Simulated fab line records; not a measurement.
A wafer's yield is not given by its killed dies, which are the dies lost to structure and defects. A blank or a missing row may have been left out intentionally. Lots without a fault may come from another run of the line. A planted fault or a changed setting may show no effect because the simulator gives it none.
Matching of chambers / flow n5-finfet / 4 sister chambers for N5_FIN_SAQP_SPACER2_ALD_28 on ald-sin-03
The step deposits SiO2, target thk 8.1 nm, pulse time 1 s, purge time 2 s. 14 wafers are shown with their chamber, then 7 later ones without.

## EACH WAFER AND ITS CHAMBER
wafer=L076.1; chamber=0; heater-power-w (W)=548; precursor-pulse-height-rel=0.992
wafer=L076.3; chamber=1; heater-power-w (W)=463; precursor-pulse-height-rel=1.013
wafer=L076.4; chamber=3; heater-power-w (W)=426; precursor-pulse-height-rel=0.979
wafer=L080.1; chamber=0; heater-power-w (W)=517; precursor-pulse-height-rel=1.024
wafer=L080.2; chamber=3; heater-power-w (W)=420; precursor-pulse-height-rel=1.020
wafer=L080.6; chamber=1; heater-power-w (W)=463; precursor-pulse-height-rel=1.011
wafer=L084.2; chamber=1; heater-power-w (W)=453; precursor-pulse-height-rel=1.003
wafer=L084.4; chamber=3; heater-power-w (W)=437; precursor-pulse-height-rel=0.960
wafer=L084.5; chamber=1; heater-power-w (W)=457; precursor-pulse-height-rel=1.039
wafer=L093.1; chamber=0; heater-power-w (W)=535; precursor-pulse-height-rel=0.987
wafer=L093.2; chamber=1; heater-power-w (W)=453; precursor-pulse-height-rel=1.021
wafer=L093.3; chamber=2; heater-power-w (W)=395; precursor-pulse-height-rel=0.974
wafer=L093.4; chamber=3; heater-power-w (W)=431; precursor-pulse-height-rel=0.979
wafer=L093.5; chamber=1; heater-power-w (W)=467; precursor-pulse-height-rel=1.006

SIGNATURES (means of the wafers above)
reading=heater-power-w; chamber 0=533.33; chamber 1=459.33; chamber 2=395.00; chamber 3=428.50; scatter within a chamber=9.02
reading=precursor-pulse-height-rel; chamber 0=1.00100; chamber 1=1.01550; chamber 2=0.97400; chamber 3=0.98450; scatter within a chamber=0.0189
Rule: a wafer lies at a distance from a chamber equal to the root of the sum of squares, over the readings, of (its reading less the chamber's mean, divided by the reading's scatter). If the next closest chamber is less than 2 further off than the closest, the wafer can't be placed; otherwise it belongs to the closest. How the scatter is found: for the shown wafers, subtract from each reading the mean of its chamber, square and add these, divide the total by (wafers less chambers), then take the root.

## WAFERS WITHOUT THEIR CHAMBER
wafer=L093.6; heater-power-w (W)=528; precursor-pulse-height-rel=0.999
wafer=L095.4; heater-power-w (W)=429; precursor-pulse-height-rel=1.013
wafer=L095.5; heater-power-w (W)=390; precursor-pulse-height-rel=0.991
wafer=L095.6; heater-power-w (W)=425; precursor-pulse-height-rel=1.006
wafer=L097.1; heater-power-w (W)=441; precursor-pulse-height-rel=1.034
wafer=L097.3; heater-power-w (W)=386; precursor-pulse-height-rel=1.006
wafer=L097.4; heater-power-w (W)=519; precursor-pulse-height-rel=1.016

## WHICH CHAMBER EACH ONE RAN IN
wafer=L093.6; from the rows above=0; in truth=0
wafer=L095.4; from the rows above=can't be placed: 3 or 1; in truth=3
wafer=L095.5; from the rows above=2; in truth=2
wafer=L095.6; from the rows above=3; in truth=3
wafer=L097.1; from the rows above=can't be placed: 1 or 3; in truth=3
wafer=L097.3; from the rows above=2; in truth=2
wafer=L097.4; from the rows above=0; in truth=0
5 of 7 placed correctly. From these rows, 2 cannot be placed; in 2 the true chamber is one of the candidates. Wrongly placed: 0.
